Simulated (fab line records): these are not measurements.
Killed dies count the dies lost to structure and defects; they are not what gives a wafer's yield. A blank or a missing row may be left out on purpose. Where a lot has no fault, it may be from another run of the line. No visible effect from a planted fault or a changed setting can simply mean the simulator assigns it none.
fab line records	flow n5-finfet
[record] lots = 24	wafers = 72	last-day = 18
route steps=1938 shown BEOL_M5@1149
lots that met no fault: taken from a fault-free run of the same line
start-h: start of the lot's first displayed wafer, in hours after the record's first day	wait-h: hours since the lot's step before	" unchanged from the row above	L1.1+2: a row that stands for several wafers	- no value, or no start given	* or withheld: withheld	< > ~ a bound
route shown NAME@n: NAME is a module with steps in the file, n the number in the route of the first one	usual: mean and standard deviation over wafers with no fault	same: alike in all rows	chamber/n: place in a boat	sites: per-site readings	_std_site: standard deviation of those values	_edge_site: the outer-site mean with the inner-site mean subtracted	radius-mm: for every site, how far away it sits from the centre of the wafer	mask NAME#n: copy n	behind: tool/chamber where the wafer was last shaped	hold: what put the lot on hold/how long, in hours/how the hold closed	device: the transistor (n, p or np) that didn't switch	end of line: the route-end tests of the same wafers	a step without rows: its recipe alone	killed: the dies lost at the first sort to structure and to defects; this is not the yield of the wafer	map: dies across one wafer; x = killed, . = not, _ = none there
set.NAME: the setting that was run; set.NAME@STEP: the one run at that earlier step	model.NAME: the simulator's own value behind a step, which no gauge read
route steps across a sampled set of lots; one table per step, one row per wafer
services: the hour from which a tool's chamber was out of use, counted from the record's first day as start-h (under 0 if before that day), plus the number of hours and why
[[steps]]
[step N5_BEOL_M5_OVL_MEAS_29]
[recipe] points-per-wafer = 522
[usual] V4_OVL = -0.4/0.76
lot.wafer	tool	chamber	start-h	wait-h	V4_OVL[nm]
L074.1	overlay-01	0	168.47	0.0	0.4
L074.3	"	0	"	"	0.6
L074.6	"	0	"	"	-1.0
L075.1	overlay-02	0	178.27	0.0	-1.8
L075.4	"	0	"	"	0.0
L075.5	"	0	"	"	-0.8
L076.2	overlay-02	0	195.74	0.0	-1.5
L076.3	"	0	"	"	-0.2
L076.6	"	0	"	"	-1.1
L077.1	overlay-01	0	201.60	0.0	0.7
L077.2	"	0	"	"	1.0
L077.4	"	0	"	"	0.0
L080.2	overlay-01	0	203.91	0.0	0.0
L080.3	"	0	"	"	-1.6
L080.4	"	0	"	"	0.5
L079.1	overlay-02	0	210.77	0.0	-1.0
L079.3	"	0	"	"	-0.3
L079.5	"	0	"	"	0.2
L078.1	overlay-01	0	210.94	0.0	-0.5
L078.2	"	0	"	"	0.2
L078.6	"	0	"	"	-0.7
L081.1	overlay-01	0	216.54	0.0	-0.3
L081.3	"	0	"	"	-0.9
L081.6	"	0	"	"	-1.0
L083.3	overlay-02	0	225.87	0.0	-1.5
L083.4	"	0	"	"	-0.1
L083.5	"	0	"	"	-0.5
L082.2	overlay-01	0	227.28	0.0	-0.3
L082.3	"	0	"	"	0.8
L082.6	"	0	"	"	-0.3
L084.1	overlay-02	0	236.18	0.0	-1.2
L084.2	"	0	"	"	0.3
L084.5	"	0	"	"	-1.5
L085.2	overlay-01	0	236.36	0.0	-1.6
L085.5	"	0	"	"	-1.1
L085.6	"	0	"	"	-1.4
L086.1	overlay-02	0	255.08	0.0	-1.5
L086.2	"	0	"	"	-0.1
L086.5	"	0	"	"	-1.4
L087.2	overlay-01	0	255.64	0.0	-0.8
L087.4	"	0	"	"	0.2
L087.6	"	0	"	"	0.5
L088.1	overlay-01	0	261.21	0.0	-0.3
L088.5	"	0	"	"	0.7
L088.6	"	0	"	"	-0.2
L089.2	overlay-02	0	261.27	0.0	-0.4
L089.4	"	0	"	"	-1.0
L089.6	"	0	"	"	0.5
L091.4	overlay-02	0	266.35	0.0	-0.3
L091.5	"	0	"	"	0.7
L091.6	"	0	"	"	0.1
L090.1	overlay-01	0	270.19	0.0	0.6
L090.2	"	0	"	"	0.5
L090.6	"	0	"	"	0.7
L092.1	overlay-02	0	280.14	0.0	-0.4
L092.2	"	0	"	"	0.4
L092.4	"	0	"	"	0.7
L093.1	overlay-02	0	293.58	0.0	-1.8
L093.3	"	0	"	"	-2.7
L093.4	"	0	"	"	-1.5
L095.2	overlay-02	0	296.67	0.0	-1.2
L095.4	"	0	"	"	-1.5
L095.5	"	0	"	"	-0.8
L094.1	overlay-02	0	313.68	0.0	0.1
L094.3	"	0	"	"	-0.3
L094.6	"	0	"	"	0.5
L096.1	overlay-02	0	315.66	0.0	-0.3
L096.4	"	0	"	"	-0.2
L096.5	"	0	"	"	-0.3
L097.1	overlay-01	0	320.94	0.0	0.0
L097.4	"	0	"	"	-0.2
L097.6	"	0	"	"	-0.4
[step N5_BEOL_M5_DEGAS_44]
[recipe] ambient = vacuum	temp-c = 250	time-s = 60
[usual] heater-power-w = 317/29
lot.wafer	tool	chamber	start-h	wait-h	heater-power-w
L074.1	pvd-sputter-01	-	169.59	0.4	296
L074.3	"	-	"	"	327
L074.6	"	-	"	"	326
L075.1	pvd-sputter-03	-	179.78	0.5	338
L075.4	"	-	"	"	299
L075.5	"	-	"	"	337
L076.2	pvd-sputter-03	-	196.76	0.2	337
L076.3	"	-	"	"	299
L076.6	"	-	"	"	306
L077.1	pvd-sputter-03	-	202.70	0.3	305
L077.2	"	-	"	"	335
L077.4	"	-	"	"	321
L080.2	pvd-sputter-03	-	205.52	0.7	309
L080.3	"	-	"	"	340
L080.4	"	-	"	"	304
L079.1	pvd-sputter-03	-	212.02	0.5	324
L079.3	"	-	"	"	300
L079.5	"	-	"	"	328
L078.1	pvd-sputter-03	-	212.10	0.4	294
L078.2	"	-	"	"	319
L078.6	"	-	"	"	300
L081.1	pvd-sputter-03	-	217.93	0.3	299
L081.3	"	-	"	"	298
L081.6	"	-	"	"	333
L083.3	pvd-sputter-01	-	227.98	1.3	299
L083.4	"	-	"	"	298
L083.5	"	-	"	"	297
L082.2	pvd-sputter-02	-	228.32	0.2	321
L082.3	"	-	"	"	317
L082.6	"	-	"	"	260
L084.1	pvd-sputter-02	-	237.44	0.3	312
L084.2	"	-	"	"	260
L084.5	"	-	"	"	410
L085.2	pvd-sputter-02	-	237.52	0.2	311
L085.5	"	-	"	"	263
L085.6	"	-	"	"	331
L086.1	pvd-sputter-03	-	256.17	0.3	335
L086.2	"	-	"	"	339
L086.5	"	-	"	"	333
L087.2	pvd-sputter-02	-	256.92	0.3	332
L087.4	"	-	"	"	258
L087.6	"	-	"	"	325
L088.1	pvd-sputter-01	-	262.72	0.4	298
L088.5	"	-	"	"	331
L088.6	"	-	"	"	306
L089.2	pvd-sputter-03	-	262.87	0.4	301
L089.4	"	-	"	"	304
L089.6	"	-	"	"	338
L091.4	pvd-sputter-02	-	267.93	0.7	317
L091.5	"	-	"	"	252
L091.6	"	-	"	"	391
L090.1	pvd-sputter-03	-	271.63	0.6	332
L090.2	"	-	"	"	295
L090.6	"	-	"	"	298
L092.1	pvd-sputter-01	-	282.77	1.7	298
L092.2	"	-	"	"	305
L092.4	"	-	"	"	326
L093.1	pvd-sputter-03	-	294.99	0.3	332
L093.3	"	-	"	"	341
L093.4	"	-	"	"	302
L095.2	pvd-sputter-03	-	298.65	0.8	307
L095.4	"	-	"	"	322
L095.5	"	-	"	"	306
L094.1	pvd-sputter-03	-	315.36	0.4	332
L094.3	"	-	"	"	305
L094.6	"	-	"	"	323
L096.1	pvd-sputter-01	-	317.45	0.6	320
L096.4	"	-	"	"	331
L096.5	"	-	"	"	301
L097.1	pvd-sputter-03	-	322.37	0.5	305
L097.4	"	-	"	"	293
L097.6	"	-	"	"	334
[step N5_BEOL_M5_ALD_86]
[recipe] material = TaN	target-thk-a = *	temp-c = 275	ald-precursor-family = PDMAT	ald-co-reactant = NH3	pressure-torr = 3	carrier-flow-sccm = 1500	pulse-time-s = 2	purge-time-s = 3	co-reactant-purge-time-s = 2	co-reactant-pulse-time-s = 3	ald-cycles = 30	precursor-vessel-temp-c = 75	precursor-vessel-pressure-torr = 26.25	precursor-vessel-carrier-sccm = 1000
[usual] heater-power-w = 394/40
lot.wafer	tool	chamber	start-h	wait-h	heater-power-w
L074.1	ald-metal-02	2	169.69	0.0	369
L074.3	"	1	"	"	446
L074.6	"	3	"	"	465
L075.1	ald-metal-04	2	179.88	0.0	402
L075.4	"	0	"	"	413
L075.5	"	0	"	"	425
L076.2	ald-metal-02	3	196.86	0.0	466
L076.3	"	2	"	"	377
L076.6	"	0	"	"	356
L077.1	ald-metal-04	1	203.13	0.4	387
L077.2	"	3	"	"	364
L077.4	"	2	"	"	415
L080.2	ald-metal-02	3	205.75	0.2	462
L080.3	"	1	"	"	458
L080.4	"	0	"	"	359
L079.1	ald-metal-02	0	212.12	0.0	350
L079.3	"	2	"	"	381
L079.5	"	3	"	"	457
L078.1	ald-metal-04	0	212.20	0.0	415
L078.2	"	3	"	"	355
L078.6	"	0	"	"	409
L081.1	ald-metal-02	3	218.07	0.1	453
L081.3	"	2	"	"	373
L081.6	"	1	"	"	445
L083.3	ald-metal-02	3	228.08	0.0	463
L083.4	"	0	"	"	361
L083.5	"	1	"	"	453
L082.2	ald-metal-02	2	228.42	0.0	367
L082.3	"	1	"	"	465
L082.6	"	3	"	"	454
L084.1	ald-metal-04	1	237.55	0.0	396
L084.2	"	0	"	"	416
L084.5	"	0	"	"	404
L085.2	ald-metal-01	3	237.64	0.1	376
L085.5	"	2	"	"	329
L085.6	"	1	"	"	351
L086.1	ald-metal-02	2	256.29	0.1	378
L086.2	"	3	"	"	455
L086.5	"	2	"	"	375
L087.2	ald-metal-01	3	257.12	0.1	376
L087.4	"	1	"	"	343
L087.6	"	1	"	"	346
L088.1	ald-metal-01	3	262.87	0.1	376
L088.5	"	0	"	"	428
L088.6	"	1	"	"	345
L089.2	ald-metal-01	2	263.14	0.2	349
L089.4	"	1	"	"	347
L089.6	"	2	"	"	338
L091.4	ald-metal-01	2	268.03	0.0	343
L091.5	"	3	"	"	382
L091.6	"	0	"	"	420
L090.1	ald-metal-01	1	271.73	0.0	344
L090.2	"	0	"	"	428
L090.6	"	0	"	"	428
L092.1	ald-metal-04	3	282.96	0.1	364
L092.2	"	0	"	"	406
L092.4	"	1	"	"	395
L093.1	ald-metal-01	0	295.10	0.1	433
L093.3	"	3	"	"	378
L093.4	"	2	"	"	341
L095.2	ald-metal-04	3	298.83	0.1	363
L095.4	"	0	"	"	419
L095.5	"	0	"	"	409
L094.1	ald-metal-04	1	315.46	0.0	389
L094.3	"	0	"	"	409
L094.6	"	3	"	"	359
L096.1	ald-metal-04	2	317.55	0.0	420
L096.4	"	0	"	"	416
L096.5	"	1	"	"	407
L097.1	ald-metal-04	1	322.47	0.0	398
L097.4	"	2	"	"	413
L097.6	"	0	"	"	418
[step N5_BEOL_M5_ANNEAL_82]
[recipe] temp-c = 400	time-s = 1800	ambient = vacuum
[usual] heater-power-w = 790/67
lot.wafer	tool	chamber	start-h	wait-h	heater-power-w
L074.1	pvd-sputter-02	-	171.62	0.0	780
L074.3	"	-	"	"	823
L074.6	"	-	"	"	794
L075.1	pvd-sputter-03	-	181.67	0.0	763
L075.4	"	-	"	"	834
L075.5	"	-	"	"	832
L076.2	pvd-sputter-01	-	200.02	0.0	805
L076.3	"	-	"	"	832
L076.6	"	-	"	"	746
L077.1	pvd-sputter-01	-	204.85	0.0	754
L077.2	"	-	"	"	823
L077.4	"	-	"	"	753
L080.2	pvd-sputter-02	-	208.00	0.0	639
L080.3	"	-	"	"	818
L080.4	"	-	"	"	965
L079.1	pvd-sputter-03	-	213.89	0.0	757
L079.3	"	-	"	"	846
L079.5	"	-	"	"	853
L078.1	pvd-sputter-01	-	213.97	0.0	771
L078.2	"	-	"	"	786
L078.6	"	-	"	"	841
L081.1	pvd-sputter-03	-	220.71	0.0	773
L081.3	"	-	"	"	852
L081.6	"	-	"	"	810
L083.3	pvd-sputter-02	-	229.77	0.0	979
L083.4	"	-	"	"	785
L083.5	"	-	"	"	649
L082.2	pvd-sputter-03	-	230.12	0.0	745
L082.3	"	-	"	"	832
L082.6	"	-	"	"	753
L084.1	pvd-sputter-01	-	239.37	0.0	808
L084.2	"	-	"	"	731
L084.5	"	-	"	"	754
L085.2	pvd-sputter-02	-	240.69	0.0	983
L085.5	"	-	"	"	825
L085.6	"	-	"	"	659
L086.1	pvd-sputter-03	-	258.01	0.0	843
L086.2	"	-	"	"	759
L086.5	"	-	"	"	800
L087.2	pvd-sputter-01	-	258.80	0.0	750
L087.4	"	-	"	"	812
L087.6	"	-	"	"	760
L088.1	pvd-sputter-03	-	264.59	0.0	776
L088.5	"	-	"	"	751
L088.6	"	-	"	"	817
L089.2	pvd-sputter-01	-	265.97	0.0	833
L089.4	"	-	"	"	760
L089.6	"	-	"	"	737
L091.4	pvd-sputter-02	-	269.84	0.0	774
L091.5	"	-	"	"	824
L091.6	"	-	"	"	643
L090.1	pvd-sputter-01	-	273.55	0.0	839
L090.2	"	-	"	"	811
L090.6	"	-	"	"	804
L092.1	pvd-sputter-01	-	284.64	0.0	755
L092.2	"	-	"	"	801
L092.4	"	-	"	"	849
L093.1	pvd-sputter-02	-	296.88	0.0	807
L093.3	"	-	"	"	789
L093.4	"	-	"	"	651
L095.2	pvd-sputter-03	-	300.69	0.0	757
L095.4	"	-	"	"	835
L095.5	"	-	"	"	748
L094.1	pvd-sputter-03	-	317.23	0.0	807
L094.3	"	-	"	"	745
L094.6	"	-	"	"	822
L096.1	pvd-sputter-01	-	319.40	0.0	793
L096.4	"	-	"	"	751
L096.5	"	-	"	"	749
L097.1	pvd-sputter-01	-	324.43	0.0	822
L097.4	"	-	"	"	750
L097.6	"	-	"	"	754
[step N5_BEOL_M5_SPUTTER_83]
[recipe] material = Cu	target-thk-a = 150	temp-c = -20	chamber-pressure-pa = 0.07	power-w = withheld	time-s = 27.62
[usual] chuck-gas-flow-sccm = 1.26/0.05	throttle-valve-pct = 30.0/1.3
lot.wafer	tool	chamber	start-h	wait-h	chuck-gas-flow-sccm	throttle-valve-pct
L074.1	pvd-sputter-02	-	172.63	0.5	1.28	31.0
L074.3	"	-	"	"	1.16	28.7
L074.6	"	-	"	"	1.17	30.9
L075.1	pvd-sputter-03	-	182.68	0.5	1.37	27.8
L075.4	"	-	"	"	1.29	28.5
L075.5	"	-	"	"	1.26	30.8
L076.2	pvd-sputter-01	-	201.03	0.5	1.20	29.6
L076.3	"	-	"	"	1.31	29.8
L076.6	"	-	"	"	1.24	30.5
L077.1	pvd-sputter-01	-	205.85	0.5	1.31	30.2
L077.2	"	-	"	"	1.23	29.9
L077.4	"	-	"	"	1.27	29.1
L080.2	pvd-sputter-02	-	209.00	0.5	1.28	32.7
L080.3	"	-	"	"	1.31	28.4
L080.4	"	-	"	"	1.21	29.3
L079.1	pvd-sputter-03	-	214.89	0.5	1.32	27.7
L079.3	"	-	"	"	1.23	30.8
L079.5	"	-	"	"	1.29	30.9
L078.1	pvd-sputter-01	-	214.98	0.5	1.34	30.4
L078.2	"	-	"	"	1.34	29.5
L078.6	"	-	"	"	1.15	30.0
L081.1	pvd-sputter-03	-	221.71	0.5	1.34	27.8
L081.3	"	-	"	"	1.20	30.9
L081.6	"	-	"	"	1.29	28.4
L083.3	pvd-sputter-02	-	230.78	0.5	1.31	29.1
L083.4	"	-	"	"	1.26	31.3
L083.5	"	-	"	"	1.23	32.7
L082.2	pvd-sputter-03	-	231.13	0.5	1.32	28.1
L082.3	"	-	"	"	1.26	31.1
L082.6	"	-	"	"	1.19	31.5
L084.1	pvd-sputter-01	-	240.37	0.5	1.26	29.6
L084.2	"	-	"	"	1.35	29.3
L084.5	"	-	"	"	1.25	29.2
L085.2	pvd-sputter-02	-	241.70	0.5	1.19	29.3
L085.5	"	-	"	"	1.31	28.3
L085.6	"	-	"	"	1.18	32.4
L086.1	pvd-sputter-03	-	259.02	0.5	1.21	30.6
L086.2	"	-	"	"	1.38	27.6
L086.5	"	-	"	"	1.28	28.3
L087.2	pvd-sputter-01	-	259.81	0.5	1.34	29.4
L087.4	"	-	"	"	1.25	29.8
L087.6	"	-	"	"	1.31	29.6
L088.1	pvd-sputter-03	-	265.60	0.5	1.33	27.9
L088.5	"	-	"	"	1.23	27.9
L088.6	"	-	"	"	1.28	28.6
L089.2	pvd-sputter-01	-	266.97	0.5	1.21	29.8
L089.4	"	-	"	"	1.21	29.2
L089.6	"	-	"	"	1.24	29.1
L091.4	pvd-sputter-02	-	270.85	0.5	1.24	31.0
L091.5	"	-	"	"	1.24	28.8
L091.6	"	-	"	"	1.23	32.7
L090.1	pvd-sputter-01	-	274.56	0.5	1.28	29.8
L090.2	"	-	"	"	1.26	29.7
L090.6	"	-	"	"	1.29	29.7
L092.1	pvd-sputter-01	-	285.64	0.5	1.27	29.4
L092.2	"	-	"	"	1.25	29.7
L092.4	"	-	"	"	1.34	29.9
L093.1	pvd-sputter-02	-	297.89	0.5	1.21	28.4
L093.3	"	-	"	"	1.26	30.8
L093.4	"	-	"	"	1.23	32.5
L095.2	pvd-sputter-03	-	301.70	0.5	1.31	27.8
L095.4	"	-	"	"	1.28	28.5
L095.5	"	-	"	"	1.30	31.7
L094.1	pvd-sputter-03	-	318.24	0.5	1.25	28.7
L094.3	"	-	"	"	1.33	27.9
L094.6	"	-	"	"	1.28	28.8
L096.1	pvd-sputter-01	-	320.41	0.5	1.30	29.5
L096.4	"	-	"	"	1.36	29.3
L096.5	"	-	"	"	1.35	30.5
L097.1	pvd-sputter-01	-	325.44	0.5	1.23	29.8
L097.4	"	-	"	"	1.26	29.4
L097.6	"	-	"	"	1.26	29.2
[step N5_BEOL_M5_ANNEAL_84]
[recipe] temp-c = 400	time-s = 1800	ambient = vacuum
[usual] heater-power-w = 791/68
lot.wafer	tool	chamber	start-h	wait-h	heater-power-w
L074.1	pvd-sputter-02	-	172.71	0.0	799
L074.3	"	-	"	"	810
L074.6	"	-	"	"	797
L075.1	pvd-sputter-03	-	182.76	0.0	763
L075.4	"	-	"	"	810
L075.5	"	-	"	"	838
L076.2	pvd-sputter-01	-	201.11	0.0	791
L076.3	"	-	"	"	832
L076.6	"	-	"	"	756
L077.1	pvd-sputter-01	-	205.93	0.0	758
L077.2	"	-	"	"	807
L077.4	"	-	"	"	765
L080.2	pvd-sputter-02	-	209.08	0.0	654
L080.3	"	-	"	"	801
L080.4	"	-	"	"	1006
L079.1	pvd-sputter-03	-	214.97	0.0	758
L079.3	"	-	"	"	853
L079.5	"	-	"	"	826
L078.1	pvd-sputter-01	-	215.06	0.0	774
L078.2	"	-	"	"	796
L078.6	"	-	"	"	821
L081.1	pvd-sputter-03	-	221.79	0.0	757
L081.3	"	-	"	"	843
L081.6	"	-	"	"	818
L083.3	pvd-sputter-02	-	230.86	0.0	971
L083.4	"	-	"	"	806
L083.5	"	-	"	"	635
L082.2	pvd-sputter-03	-	231.21	0.0	758
L082.3	"	-	"	"	818
L082.6	"	-	"	"	747
L084.1	pvd-sputter-01	-	240.45	0.0	779
L084.2	"	-	"	"	757
L084.5	"	-	"	"	767
L085.2	pvd-sputter-02	-	241.78	0.0	996
L085.5	"	-	"	"	823
L085.6	"	-	"	"	644
L086.1	pvd-sputter-03	-	259.10	0.0	854
L086.2	"	-	"	"	755
L086.5	"	-	"	"	806
L087.2	pvd-sputter-01	-	259.89	0.0	761
L087.4	"	-	"	"	814
L087.6	"	-	"	"	762
L088.1	pvd-sputter-03	-	265.68	0.0	762
L088.5	"	-	"	"	753
L088.6	"	-	"	"	790
L089.2	pvd-sputter-01	-	267.05	0.0	854
L089.4	"	-	"	"	745
L089.6	"	-	"	"	764
L091.4	pvd-sputter-02	-	270.93	0.0	778
L091.5	"	-	"	"	810
L091.6	"	-	"	"	654
L090.1	pvd-sputter-01	-	274.64	0.0	860
L090.2	"	-	"	"	825
L090.6	"	-	"	"	812
L092.1	pvd-sputter-01	-	285.72	0.0	753
L092.2	"	-	"	"	808
L092.4	"	-	"	"	839
L093.1	pvd-sputter-02	-	297.97	0.0	817
L093.3	"	-	"	"	797
L093.4	"	-	"	"	654
L095.2	pvd-sputter-03	-	301.78	0.0	756
L095.4	"	-	"	"	816
L095.5	"	-	"	"	755
L094.1	pvd-sputter-03	-	318.32	0.0	835
L094.3	"	-	"	"	765
L094.6	"	-	"	"	825
L096.1	pvd-sputter-01	-	320.49	0.0	818
L096.4	"	-	"	"	753
L096.5	"	-	"	"	763
L097.1	pvd-sputter-01	-	325.52	0.0	835
L097.4	"	-	"	"	759
L097.6	"	-	"	"	766
[[services]]
tool	chamber	start-h	hours	kind
pvd-sputter-03	-	149.97	2.2	repair
ald-metal-02	-	155.10	2.8	pm
ald-metal-04	-	195.04	2.8	pm
ald-metal-01	-	197.32	8.7	pm
ald-metal-04	2	215.93	30.7	repair
ald-metal-02	0	245.17	3.3	repair
ald-metal-04	-	255.10	8.7	pm
ald-metal-02	2	274.89	21.6	repair
ald-metal-02	1	285.24	3.4	repair
pvd-sputter-01	-	297.03	20.4	repair
ald-metal-02	0	309.07	6.7	repair
ald-metal-01	3	313.72	23.9	repair
ald-metal-02	2	324.57	31.5	repair
[[key]]
fault none
